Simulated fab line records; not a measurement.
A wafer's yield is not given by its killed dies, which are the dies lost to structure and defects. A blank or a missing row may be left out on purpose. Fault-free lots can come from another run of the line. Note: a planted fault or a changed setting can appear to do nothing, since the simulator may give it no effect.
fab line records + flow n5-finfet
[record]
- lots = 7
- wafers = 39
route steps=1938 shown WELL_APT@33 PMOS_HMC_CHANNEL_EPI@78 FIN_CUT@173
start-h: start of the lot's first displayed wafer, in hours after the record's first day + wait-h: time in hours since the lot's previous step + " the same as in the row above + L1.1+2: a single row standing in for several wafers + - value missing, or start not given + * or withheld: withheld + < > ~ a bound
route shown NAME@n: NAME is a module with steps in the file, n the number in the route of the first one + usual: the fault-free wafers' mean and standard deviation + same: alike in all rows + chamber/n: place in a boat + sites: readings site by site + _std_site: their standard deviation + _edge_site: the outer-site mean with the inner-site mean subtracted + radius-mm: how far each site lies from the wafer's centre + mask NAME#n: copy n + behind: the last tool/chamber to shape the wafer + hold: the reason the lot was held/the length of the hold in hours/how it ended + device: transistor that didn't switch, given as n, p or np + end of line: at the end of the route, the tests of the same wafers + where a step has no rows: the recipe by itself + killed: dies lost to structure and defects at the first sort, not the wafer's yield + map: a wafer's dies, x killed, . not, _ none there
set.NAME: the setting that was run; set.NAME@STEP: the one run at that earlier step + model.NAME: the simulator's own value behind a step, which no gauge read
lots whose settings were changed on purpose; a table a step, a row a wafer
[[steps]]
[step N5_WELL_APT_IMPLANT_15]
[recipe]
- species = As
- energy-kev = 25
- dose-cm2 = 1.5e+13
- tilt-deg = 0
- rotation-deg = 0
| lot.wafer        | tool         | chamber | start-h | wait-h | set.energy-kev | model.implant.rp-nm | model.implant.drp-nm |
|------------------|--------------|---------|---------|--------|----------------|---------------------|----------------------|
| L074.1+4+5       | implanter-02 | 0       | 13.93   | 0.1    | 25             | 18.49               | 8.457                |
| L080.1+2+3       | implanter-02 | 0       | 50.15   | 0.1    | 25             | 18.85               | 8.457                |
| L080.4+5+6       | "            | 0       | "       | "      | 28.32          | 20.7                | 9.246                |
| L086.1+3+6       | implanter-02 | 0       | 85.92   | 0.1    | 25             | 18.05               | 8.457                |
| L086.2+4+5       | "            | 0       | "       | "      | 27.92          | 19.61               | 9.152                |
| L093.1+2+3+4+5+6 | implanter-02 | 0       | 128.86  | 0.1    | 25             | 18.99               | 8.457                |
| L095.1+2+3+4+5+6 | implanter-02 | 0       | 140.05  | 0.1    | 25             | 19.17               | 8.457                |
| L096.1+5+6       | implanter-01 | 0       | 146.05  | 0.1    | 23.47          | 17.79               | 8.088                |
| L096.2+3+4       | "            | 0       | "       | "      | 25             | 18.65               | 8.457                |
| L097.1+4+5       | implanter-02 | 0       | 152.57  | 0.1    | 23.75          | 18.53               | 8.156                |
| L097.2+3+6       | "            | 0       | "       | "      | 25             | 19.25               | 8.457                |
[step N5_PMOS_HMC_CHANNEL_EPI_EPI_20]
[recipe]
- material = SiGe30
- mask-material = SiO2
- pressure-torr = 20
- target-thk-a = 590
- temp-c = 600
| lot.wafer | tool         | chamber | start-h | wait-h | set.pressure-torr | model.SiGe30_of_PMOS_HMC_CHANNEL_EPI_EPI_20.thk-nm |
|-----------|--------------|---------|---------|--------|-------------------|----------------------------------------------------|
| L074.1    | epi-rpcvd-03 | 0       | 17.66   | 0.0    | 20                | 59.73                                              |
| L074.4    | "            | 0       | 19.08   | 1.5    | 20                | 60.26                                              |
| L074.5    | "            | 0       | "       | "      | 20                | 59.88                                              |
| L080.1    | epi-rpcvd-04 | 0       | 54.14   | 0.0    | 20                | 57.96                                              |
| L080.2    | "            | 0       | "       | "      | 20                | 57.36                                              |
| L080.3    | "            | 0       | "       | "      | 20                | 58.91                                              |
| L080.4    | "            | 0       | "       | "      | 20                | 58.16                                              |
| L080.5    | "            | 0       | "       | "      | 20                | 57.79                                              |
| L080.6    | "            | 0       | "       | "      | 20                | 58.19                                              |
| L086.1    | epi-rpcvd-03 | 0       | 90.37   | 0.0    | 22.19             | 61.26                                              |
| L086.2    | "            | 0       | "       | "      | 22.19             | 60.6                                               |
| L086.3    | "            | 0       | "       | "      | 22.19             | 61.22                                              |
| L086.4    | "            | 0       | "       | "      | 22.19             | 61.19                                              |
| L086.5    | "            | 0       | "       | "      | 22.19             | 61.75                                              |
| L086.6    | "            | 0       | "       | "      | 22.19             | 61.86                                              |
| L093.1    | epi-rpcvd-04 | 0       | 132.88  | 0.0    | 22.67             | 61.19                                              |
| L093.2    | "            | 0       | "       | "      | 22.67             | 61.55                                              |
| L093.3    | "            | 0       | "       | "      | 22.67             | 61.12                                              |
| L093.4    | "            | 0       | "       | "      | 22.67             | 60.98                                              |
| L093.5    | "            | 0       | "       | "      | 22.67             | 61.36                                              |
| L093.6    | "            | 0       | "       | "      | 22.67             | 62.03                                              |
| L095.1    | epi-rpcvd-03 | 0       | 144.01  | 0.0    | 20                | 58.05                                              |
| L095.2    | "            | 0       | "       | "      | 20                | 58.35                                              |
| L095.3    | "            | 0       | "       | "      | 20                | 58.58                                              |
| L095.4    | "            | 0       | "       | "      | 20                | 58.34                                              |
| L095.5    | "            | 0       | "       | "      | 20                | 58.57                                              |
| L095.6    | "            | 0       | "       | "      | 20                | 58.37                                              |
| L096.1+6  | epi-rpcvd-03 | 0       | 149.99  | 0.0    | 21.07             | 59.88                                              |
| L096.2    | "            | 0       | "       | "      | 21.07             | 59.69                                              |
| L096.3    | "            | 0       | "       | "      | 21.07             | 60.96                                              |
| L096.4    | "            | 0       | "       | "      | 21.07             | 60.42                                              |
| L096.5    | "            | 0       | "       | "      | 21.07             | 60.4                                               |
| L097.1    | epi-rpcvd-03 | 0       | 156.90  | 0.0    | 17.02             | 55.71                                              |
| L097.2    | "            | 0       | "       | "      | 17.02             | 54.85                                              |
| L097.3    | "            | 0       | "       | "      | 17.02             | 55.55                                              |
| L097.4    | "            | 0       | "       | "      | 17.02             | 54.83                                              |
| L097.5    | "            | 0       | "       | "      | 17.02             | 55.46                                              |
| L097.6    | "            | 0       | "       | "      | 17.02             | 54.92                                              |
[step N5_FIN_CUT_CUT_ETCH_26]
[recipe]
- chemistry = CH3F/O2
- target = SiNx
- target-depth-a = 390
- mask-material = SOC
- time-s = 55.7
- pressure-mtorr = 30
- source-w = 395
- bias-w = 73
- Ar_flow_sccm = 150
- CH3F_flow_sccm = 30
- O2_flow_sccm = 20
- ion-energy-ev = 120
| lot.wafer | tool        | chamber | start-h | wait-h | set.target-depth-a | model.etch.depth-nm | model.SOC_of_FIN_CUT_COAT_18.thk-nm |
|-----------|-------------|---------|---------|--------|--------------------|---------------------|-------------------------------------|
| L074.1    | rie-diel-04 | 1       | 29.03   | 0.0    | 390                | 38.72               | 211.6                               |
| L074.4    | "           | 0       | "       | "      | 390                | 38.97               | 211.4                               |
| L074.5    | "           | 1       | "       | "      | 390                | 38.26               | 211.6                               |
| L080.1    | rie-diel-02 | 2       | 63.28   | 0.0    | 390                | 39.19               | 211                                 |
| L080.2    | "           | 1       | "       | "      | 355.8              | 34.1                | 213                                 |
| L080.3    | "           | 3       | "       | "      | 390                | 39.58               | 210                                 |
| L080.4    | "           | 0       | "       | "      | 355.8              | 34.93               | 213.4                               |
| L080.5    | "           | 0       | "       | "      | 390                | 37.94               | 211                                 |
| L080.6    | "           | 1       | "       | "      | 355.8              | 34.51               | 213.4                               |
| L086.1    | rie-diel-02 | 2       | 99.35   | 0.0    | 362.6              | 36.74               | 212                                 |
| L086.2    | "           | 3       | "       | "      | 390                | 39.91               | 210.6                               |
| L086.3    | "           | 0       | "       | "      | 390                | 38.39               | 211                                 |
| L086.4    | "           | 1       | "       | "      | 390                | 37.79               | 211.8                               |
| L086.5    | "           | 1       | "       | "      | 362.6              | 35.34               | 212                                 |
| L086.6    | "           | 2       | "       | "      | 362.6              | 37.03               | 212.2                               |
| L093.1    | rie-diel-03 | 0       | 142.01  | 0.0    | 390                | 38.84               | 211.2                               |
| L093.2    | "           | 3       | "       | "      | 390                | 38.62               | 210.2                               |
| L093.3    | "           | 2       | "       | "      | 390                | 39.27               | 211.2                               |
| L093.4    | "           | 1       | "       | "      | 390                | 39.65               | 210.2                               |
| L093.5    | "           | 3       | "       | "      | 390                | 38.6                | 211.4                               |
| L093.6    | "           | 0       | "       | "      | 390                | 38.95               | 210.6                               |
| L095.1    | rie-diel-03 | 3       | 154.74  | 0.0    | 390                | 38.26               | 211.6                               |
| L095.2    | "           | 0       | "       | "      | 390                | 39.06               | 210.8                               |
| L095.3    | "           | 2       | "       | "      | 390                | 38.83               | 211                                 |
| L095.4    | "           | 1       | "       | "      | 390                | 39.46               | 211.6                               |
| L095.5    | "           | 1       | "       | "      | 390                | 39.68               | 211                                 |
| L095.6    | "           | 0       | "       | "      | 390                | 39.15               | 211                                 |
| L096.1    | rie-diel-04 | 2       | 160.32  | 0.0    | 390                | 38.97               | 213.2                               |
| L096.2    | "           | 0       | "       | "      | 390                | 38.13               | 213                                 |
| L096.3    | "           | 3       | "       | "      | 390                | 38.33               | 213.6                               |
| L096.4    | "           | 1       | "       | "      | 390                | 38.23               | 213.2                               |
| L096.5    | "           | 2       | "       | "      | 390                | 38.55               | 213.4                               |
| L096.6    | "           | 3       | "       | "      | 390                | 38.14               | 213                                 |
| L097.1    | rie-diel-03 | 3       | 166.13  | 0.0    | 424.7              | 41.63               | 209.8                               |
| L097.2    | "           | 0       | "       | "      | 390                | 39.28               | 211.2                               |
| L097.3    | "           | 1       | "       | "      | 424.7              | 43.16               | 208.4                               |
| L097.4    | "           | 2       | "       | "      | 390                | 39.15               | 211                                 |
| L097.5    | "           | 2       | "       | "      | 390                | 38.85               | 211.2                               |
| L097.6    | "           | 1       | "       | "      | 424.7              | 43.05               | 209                                 |
[step N5_FIN_CUT_CUT_ETCH_27]
[recipe]
- chemistry = CHF3/O2
- target = SiO2
- target-depth-a = 40
- mask-material = SOC
- overetch-a = 20
- time-s = 4.9
- pressure-mtorr = 30
- source-w = 650
- bias-w = 170
- Ar_flow_sccm = 200
- CHF3_flow_sccm = 50
- O2_flow_sccm = 5
- ion-energy-ev = 200
| lot.wafer  | tool        | chamber | start-h | wait-h | set.target-depth-a@FIN_CUT_CUT_ETCH_26 | model.SOC_of_FIN_CUT_COAT_18.thk-nm |
|------------|-------------|---------|---------|--------|----------------------------------------|-------------------------------------|
| L074.1     | rie-diel-04 | 1       | 29.08   | 0.0    | 390                                    | 207.8                               |
| L074.4+5   | "           | 0,1     | "       | "      | 390                                    | 207.6                               |
| L080.1+5   | rie-diel-02 | 2,0     | 63.33   | 0.0    | 390                                    | 207.2                               |
| L080.2     | "           | 1       | "       | "      | 355.8                                  | 209.4                               |
| L080.3     | "           | 3       | "       | "      | 390                                    | 206                                 |
| L080.4     | "           | 0       | "       | "      | 355.8                                  | 209.6                               |
| L080.6     | "           | 1       | "       | "      | 355.8                                  | 209.8                               |
| L086.1+6   | rie-diel-02 | 2       | 99.40   | 0.0    | 362.6                                  | 208.2                               |
| L086.2     | "           | 3       | "       | "      | 390                                    | 206.6                               |
| L086.3     | "           | 0       | "       | "      | 390                                    | 207.2                               |
| L086.4     | "           | 1       | "       | "      | 390                                    | 208                                 |
| L086.5     | "           | 1       | "       | "      | 362.6                                  | 208.4                               |
| L093.1+3   | rie-diel-03 | 0,2     | 142.06  | 0.0    | 390                                    | 207.4                               |
| L093.2+4   | "           | 3,1     | "       | "      | 390                                    | 206.4                               |
| L093.5     | "           | 3       | "       | "      | 390                                    | 207.6                               |
| L093.6     | "           | 0       | "       | "      | 390                                    | 206.8                               |
| L095.1+4   | rie-diel-03 | 3,1     | 154.78  | 0.0    | 390                                    | 207.8                               |
| L095.2+6   | "           | 0       | "       | "      | 390                                    | 207                                 |
| L095.3+5   | "           | 2,1     | "       | "      | 390                                    | 207.2                               |
| L096.1+4+5 | rie-diel-04 | 2,1,2   | 160.37  | 0.0    | 390                                    | 209.4                               |
| L096.2+6   | "           | 0,3     | "       | "      | 390                                    | 209.2                               |
| L096.3     | "           | 3       | "       | "      | 390                                    | 209.8                               |
| L097.1     | rie-diel-03 | 3       | 166.17  | 0.0    | 424.7                                  | 206                                 |
| L097.2+5   | "           | 0,2     | "       | "      | 390                                    | 207.4                               |
| L097.3     | "           | 1       | "       | "      | 424.7                                  | 204.6                               |
| L097.4     | "           | 2       | "       | "      | 390                                    | 207.2                               |
| L097.6     | "           | 1       | "       | "      | 424.7                                  | 205.2                               |
[step N5_FIN_CUT_CUT_ETCH_15]
[recipe]
- chemistry = HBr/Cl2/O2
- target = Si
- target-depth-a = 1000
- bt-time-s = 10
- mask-material = SOC
- time-s = 42.4
- ion-energy-ev = *
- bias-w = *
- pressure-mtorr = 10
- icp-w = 800
- HBr_flow_sccm = 150
- Cl2_flow_sccm = 80
- O2_flow_sccm = 12
| lot.wafer | tool      | chamber | start-h | wait-h | set.target-depth-a | model.etch.depth-nm | model.FIN_CUT.feature-depth-nm |
|-----------|-----------|---------|---------|--------|--------------------|---------------------|--------------------------------|
| L074.1    | rie-si-06 | 0       | 29.22   | 0.1    | 1000               | 99.1                | 99.2                           |
| L074.4    | "         | 3       | "       | "      | 1000               | 103.2               | 103.2                          |
| L074.5    | "         | 0       | "       | "      | 1000               | 99.86               | 99.8                           |
| L080.1    | rie-si-06 | 2       | 63.48   | 0.1    | 1069               | 111.6               | 111.6                          |
| L080.2    | "         | 1       | "       | "      | 1000               | 103.9               | 103.8                          |
| L080.3    | "         | 3       | "       | "      | 1069               | 110.5               | 110.4                          |
| L080.4    | "         | 0       | "       | "      | 1069               | 106.5               | 106.4                          |
| L080.5    | "         | 1       | "       | "      | 1000               | 104.3               | 104.4                          |
| L080.6    | "         | 0       | "       | "      | 1000               | 99.07               | 99                             |
| L086.1    | rie-si-02 | 3       | 99.72   | 0.1    | 1066               | 104.7               | 104.8                          |
| L086.2    | "         | 0       | "       | "      | 1000               | 101.5               | 101.4                          |
| L086.3    | "         | 1       | "       | "      | 1066               | 106.4               | 106.4                          |
| L086.4    | "         | 2       | "       | "      | 1066               | 103.8               | 103.8                          |
| L086.5    | "         | 2       | "       | "      | 1000               | 98.52               | 98.6                           |
| L086.6    | "         | 1       | "       | "      | 1000               | 100.4               | 100.4                          |
| L093.1    | rie-si-05 | 3       | 142.21  | 0.1    | 1000               | 99.19               | 99.2                           |
| L093.2    | "         | 0       | "       | "      | 1000               | 98.45               | 98.4                           |
| L093.3    | "         | 1       | "       | "      | 1000               | 101                 | 101                            |
| L093.4    | "         | 2       | "       | "      | 1000               | 100.3               | 100.2                          |
| L093.5    | "         | 3       | "       | "      | 1000               | 97.71               | 97.8                           |
| L093.6    | "         | 2       | "       | "      | 1000               | 101.7               | 101.8                          |
| L095.1    | rie-si-06 | 3       | 154.93  | 0.1    | 1000               | 100.6               | 100.6                          |
| L095.2    | "         | 1       | "       | "      | 1033               | 105.9               | 105.8                          |
| L095.3    | "         | 2       | "       | "      | 1033               | 104.9               | 104.8                          |
| L095.4    | "         | 1       | "       | "      | 1033               | 106.8               | 106.8                          |
| L095.5    | "         | 3       | "       | "      | 1000               | 100.7               | 100.6                          |
| L095.6    | "         | 2       | "       | "      | 1000               | 101.4               | 101.4                          |
| L096.1    | rie-si-06 | 3       | 160.51  | 0.1    | 953.5              | 96.99               | 97                             |
| L096.2    | "         | 1       | "       | "      | 1000               | 103.3               | 103.2                          |
| L096.3    | "         | 2       | "       | "      | 953.5              | 97.71               | 97.8                           |
| L096.4    | "         | 1       | "       | "      | 1000               | 103.7               | 103.6                          |
| L096.5    | "         | 3       | "       | "      | 1000               | 101.5               | 101.6                          |
| L096.6    | "         | 2       | "       | "      | 953.5              | 97.63               | 97.6                           |
| L097.1    | rie-si-02 | 1       | 166.32  | 0.1    | 916.5              | 92.09               | 92                             |
| L097.2    | "         | 3       | "       | "      | 1000               | 98.03               | 98                             |
| L097.3    | "         | 0       | "       | "      | 916.5              | 93.02               | 93                             |
| L097.4    | "         | 2       | "       | "      | 1000               | 98.52               | 98.6                           |
| L097.5    | "         | 3       | "       | "      | 916.5              | 90.42               | 90.4                           |
| L097.6    | "         | 0       | "       | "      | 1000               | 100.5               | 100.6                          |
[[key]]
[split]
- step = N5_WELL_APT_IMPLANT_15
- setting = energy-kev
- stated = 25
- by = wafer
[response]
- step = N5_WELL_APT_IMPLANT_15
- reading = model.implant.rp-nm
- change = +0.137
- per = 1%
- r = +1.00
[response]
- step = N5_WELL_APT_IMPLANT_15
- reading = model.implant.drp-nm
- change = +0.0596
- per = 1%
- r = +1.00
[split]
- step = N5_PMOS_HMC_CHANNEL_EPI_EPI_20
- setting = pressure-torr
- stated = 20
- by = lot
[response]
- step = N5_PMOS_HMC_CHANNEL_EPI_EPI_20
- reading = model.SiGe30_of_PMOS_HMC_CHANNEL_EPI_EPI_20.thk-nm
- change = +0.228
- per = 1%
- r = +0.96
[split]
- step = N5_FIN_CUT_CUT_ETCH_26
- setting = target-depth-a
- stated = 390
- by = wafer
[response]
- step = N5_FIN_CUT_CUT_ETCH_26
- reading = model.etch.depth-nm
- change = +0.419
- per = 1%
- r = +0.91
[response]
- step = N5_FIN_CUT_CUT_ETCH_26
- reading = model.SOC_of_FIN_CUT_COAT_18.thk-nm
- change = -0.232
- per = 1%
- r = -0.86
[response]
- step = N5_FIN_CUT_CUT_ETCH_27
- reading = model.SOC_of_FIN_CUT_COAT_18.thk-nm
- change = -0.243
- per = 1%
- r = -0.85
[split]
- step = N5_FIN_CUT_CUT_ETCH_15
- setting = target-depth-a
- stated = 1000
- by = wafer
[response]
- step = N5_FIN_CUT_CUT_ETCH_15
- reading = model.etch.depth-nm
- change = +0.943
- per = 1%
- r = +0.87
[response]
- step = N5_FIN_CUT_CUT_ETCH_15
- reading = model.FIN_CUT.feature-depth-nm
- change = +0.944
- per = 1%
- r = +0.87
